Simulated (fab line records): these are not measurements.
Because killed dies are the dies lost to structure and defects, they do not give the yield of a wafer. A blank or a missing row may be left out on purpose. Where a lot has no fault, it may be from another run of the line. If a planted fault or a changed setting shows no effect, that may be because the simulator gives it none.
Matching of chambers	flow nand harc	4 sister chambers for NHARC_A_CONTACT_DESCUM_13 on rie diel-13
The step chemistry O2, time 3 s. 14 wafers are shown with their chamber, then 7 later ones without.

== WAFERS, EACH WITH ITS CHAMBER ==
wafer	chamber	drypump motor current A (A)	showerhead plenum p Torr (Torr)	oes product au (a.u.)
L075.1	0	5.7	1.90	1.009
L075.5	2	5.8	1.81	1.017
L075.6	1	6.6	1.88	1.009
L078.1	3	6.2	1.87	0.999
L078.5	3	6.2	1.87	1.004
L078.6	0	5.7	1.90	1.001
L084.2	3	6.2	1.86	0.998
L084.3	0	5.7	1.90	1.000
L084.5	1	6.7	1.87	1.019
L085.1	0	5.7	1.89	0.995
L085.5	0	5.7	1.89	0.994
L085.6	3	6.2	1.86	0.998
L089.1	1	6.7	1.87	0.994
L089.2	2	5.9	1.80	1.014

SIGNATURES (averages over the wafers above)
reading	chamber 0	chamber 1	chamber 2	chamber 3	scatter within a chamber
drypump motor current A	5.700	6.667	5.850	6.200	0.0342
showerhead plenum p Torr	1.8960	1.8733	1.8050	1.8650	0.0058
oes product au	0.99980	1.00733	1.01550	0.99975	0.00699
Rule: a wafer lies at a distance from a chamber equal to the root of the sum of squares, over the readings, of (its reading less the chamber's mean, divided by the reading's scatter). If the next closest chamber is less than 2 further off than the closest, the wafer can't be placed; otherwise it belongs to the closest. The scatter: the root of (the sum of the squares of (reading less its chamber's mean) over the shown wafers, divided by (wafers less chambers)).

== WAFERS WHOSE CHAMBER IS MISSING ==
wafer	drypump motor current A (A)	showerhead plenum p Torr (Torr)	oes product au (a.u.)
L089.5	6.6	1.87	0.997
L093.1	6.6	1.86	0.991
L093.3	6.2	1.86	1.003
L093.4	5.9	1.79	1.009
L096.2	5.9	1.79	1.005
L096.4	6.6	1.86	0.994
L096.6	5.7	1.89	1.006

== WHICH CHAMBER EACH WENT THROUGH ==
wafer	from the rows above	in truth
L089.5	1	1
L093.1	1	1
L093.3	3	3
L093.4	2	2
L096.2	2	2
L096.4	1	1
L096.6	0	0
Placed correctly: 7 of 7. Can't be placed from these rows: 0. Wrongly placed: 0.
